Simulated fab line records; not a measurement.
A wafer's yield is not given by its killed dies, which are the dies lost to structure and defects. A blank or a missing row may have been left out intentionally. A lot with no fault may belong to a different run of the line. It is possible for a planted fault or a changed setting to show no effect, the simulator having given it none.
Chamber matching + flow n5-finfet + pecvd-03 running N5_BEOL_M0_SAQP_PECVD_03: 3 sister chambers
The step deposits SiCN from 3MS/NH3, target thk 12 nm, time 21.1 s. 6 wafers are shown with their chamber, then 8 later ones without.

== WAFERS PAIRED WITH THEIR CHAMBERS ==
| wafer  | chamber | throttle-valve-pct (%) | showerhead-vpp-V (V) |
|--------|---------|------------------------|----------------------|
| L083.6 | 2       | 9.1                    | 932                  |
| L084.2 | 1       | 10.3                   | 856                  |
| L084.5 | 2       | 9.0                    | 930                  |
| L086.1 | 1       | 10.2                   | 857                  |
| L086.3 | 0       | 9.4                    | 882                  |
| L087.1 | 0       | 9.9                    | 893                  |

== WAFERS WITHOUT THEIR CHAMBER ==
| wafer  | throttle-valve-pct (%) | showerhead-vpp-V (V) |
|--------|------------------------|----------------------|
| L087.2 | 10.3                   | 845                  |
| L087.6 | 10.1                   | 857                  |
| L094.1 | 9.4                    | 924                  |
| L094.3 | 10.0                   | 873                  |
| L094.4 | 10.1                   | 863                  |
| L095.2 | 10.0                   | 906                  |
| L095.3 | 9.9                    | 866                  |
| L095.4 | 9.5                    | 886                  |

== EACH ONE'S CHAMBER ==
| wafer  | from the rows above     | in truth |
|--------|-------------------------|----------|
| L087.2 | 1                       | 1        |
| L087.6 | 1                       | 1        |
| L094.1 | 2                       | 2        |
| L094.3 | can't be placed: 0 or 1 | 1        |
| L094.4 | 1                       | 1        |
| L095.2 | 0                       | 0        |
| L095.3 | 1                       | 1        |
| L095.4 | 0                       | 0        |
Correctly placed: 7 of 8. Cannot be placed on the basis of these rows: 1; the candidates contain the true chamber in 1. 0 placed wrongly.
How it was worked out, from the rows above alone: a wafer's distance from a chamber is the root of the sum, over the readings, of the square of ((its reading less the chamber's mean) divided by the reading's scatter). If the next closest chamber is less than 2 further off than the closest, the wafer can't be placed; otherwise it belongs to the closest. For every chamber, the mean is computed from those of its wafers that are shown. The scatter is the square root of a quotient: the sum, over the shown wafers, of each reading's squared deviation from its chamber's mean, divided by wafers minus chambers.
